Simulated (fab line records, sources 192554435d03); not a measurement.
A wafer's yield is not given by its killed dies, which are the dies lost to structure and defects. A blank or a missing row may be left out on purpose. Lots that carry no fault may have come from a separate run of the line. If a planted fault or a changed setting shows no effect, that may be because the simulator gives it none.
Split-lot experiment ; flow n5_finfet ; on a route of 1938 steps: 7 lots, 21 wafers read

## ABOUT THE SPLIT
At N5_GATE_CUT_COAT_27 (time 60 s, resist thk 10 nm), the setting spin_rpm was moved away from the recipe's 1500 rpm on 3 of the 21 wafers read, by -10.2% to +8.1%. This setting was run at the recipe's value on the other wafers.

## FROM THE SPLIT TO THE READING: what the file shows between them, 3 steps
- N5_GATE_CUT_COAT_07: resist thk 30 nm
- N5_GATE_CUT_EBR_09
- N5_GATE_CUT_DESCUM_18: chemistry O2, time 7 s

## THE READING
etch.depth_nm (the simulator's own value, which no gauge read), in nm, at N5_GATE_CUT_ETCH_28 (etches underlayer in N2/H2, target depth 13 nm, time 10.4 s). The file does not state a usual value for it. Across the 18 wafers here that went through the recipe, the average is 10.017 nm and the standard deviation 0.027 nm.

wafer;tool, chamber at the split;spin_rpm as run, rpm;against the recipe;etch.depth_nm, nm;against lot-mates on the recipe
L088.3;litho_track-01, 0;1500;recipe;10.03;-
L088.5;litho_track-01, 0;1500;recipe;10.05;-
L088.6;litho_track-01, 0;1500;recipe;10.07;-
L089.2;litho_track-03, 0;1500;recipe;10.01;-
L089.5;litho_track-03, 0;1500;recipe;10.01;-
L089.6;litho_track-03, 0;1500;recipe;10.03;-
L090.4;litho_track-03, 0;1500;recipe;10.02;-
L090.5;litho_track-03, 0;1500;recipe;10.02;-
L090.6;litho_track-03, 0;1621;+8.1%;9.616;-0.404
L091.3;litho_track-03, 0;1347;-10.2%;10.59;+0.545
L091.4;litho_track-03, 0;1500;recipe;10.03;-
L091.5;litho_track-03, 0;1500;recipe;10.06;-
L092.2;litho_track-05, 0;1500;recipe;10.02;-
L092.4;litho_track-05, 0;1500;recipe;9.987;-
L092.5;litho_track-05, 0;1500;recipe;9.993;-
L093.3;litho_track-05, 0;1500;recipe;10;-
L093.4;litho_track-05, 0;1500;recipe;9.974;-
L093.5;litho_track-05, 0;1500;recipe;10.02;-
L094.1;litho_track-03, 0;1416;-5.6%;10.32;+0.332
L094.5;litho_track-03, 0;1500;recipe;10.02;-
L094.6;litho_track-03, 0;1500;recipe;9.957;-

THE FIT
A straight line over all 21 wafers: etch.depth_nm changes by -0.0537 nm for each +1% of spin_rpm; r = -0.99; the points scatter about the line by 0.028 nm.
The same after taking each lot's own level away (the mean of its wafers on the recipe; 21 wafers): -0.0531 nm for each +1%; r = -0.99; scatter 0.019 nm.
According to that fit, moving spin_rpm by its largest amount changes the reading by 0.54 nm.
The span of the lots' own levels, 9.9885 to 10.0500 nm, comes to 2.2 times the standard deviation stated above.
The two slopes agree, so the slope changes little with the lot-to-lot level.
Check: with one of the wafers moved furthest among these (-10.2%) left out of the fit, the line predicts +0.545 nm for it against its lot-mates. It came out at +0.545 nm against them.

## OTHER SPLITS ON THESE WAFERS
Before the reading, these wafers also passed through other splits. Each is held against what the fit with the lots' levels taken away leaves over:
other split on the same wafers;wafers away from the commonest value;r with etch.depth_nm (lot level and that fit taken away)
N5_SD_EPI_P_COAT_03 spin_rpm;3;-0.31
N5_SDB_ALD_29 ald_cycles;3;+0.07
N5_SDB_CMP_30 platen_rpm;9;+0.16
N5_HKMG_FIN_ETCH_54 source_w;7;+0.08
N5_HKMG_FIN_ETCH_58 source_w;8;-0.11

## THE WHOLE CHAIN: every reading that the file lists as answering this split, in the file's order
step;what it does;reading;change (the file's fit);r (the file's)
N5_GATE_CUT_COAT_27;time 60 s, resist thk 10 nm;underlayer_of_GATE_CUT_COAT_27.thk_nm (the simulator's own value, which no gauge read);-0.0578 nm for each +1% of the setting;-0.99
N5_GATE_CUT_ETCH_28;etches underlayer in N2/H2, target depth 13 nm, time 10.4 s;etch.depth_nm (the simulator's own value, which no gauge read);-0.0535 nm for each +1% of the setting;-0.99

## THE FILE'S OWN FIT
etch.depth_nm changes by -0.0535 nm for each +1% of spin_rpm, r = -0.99.
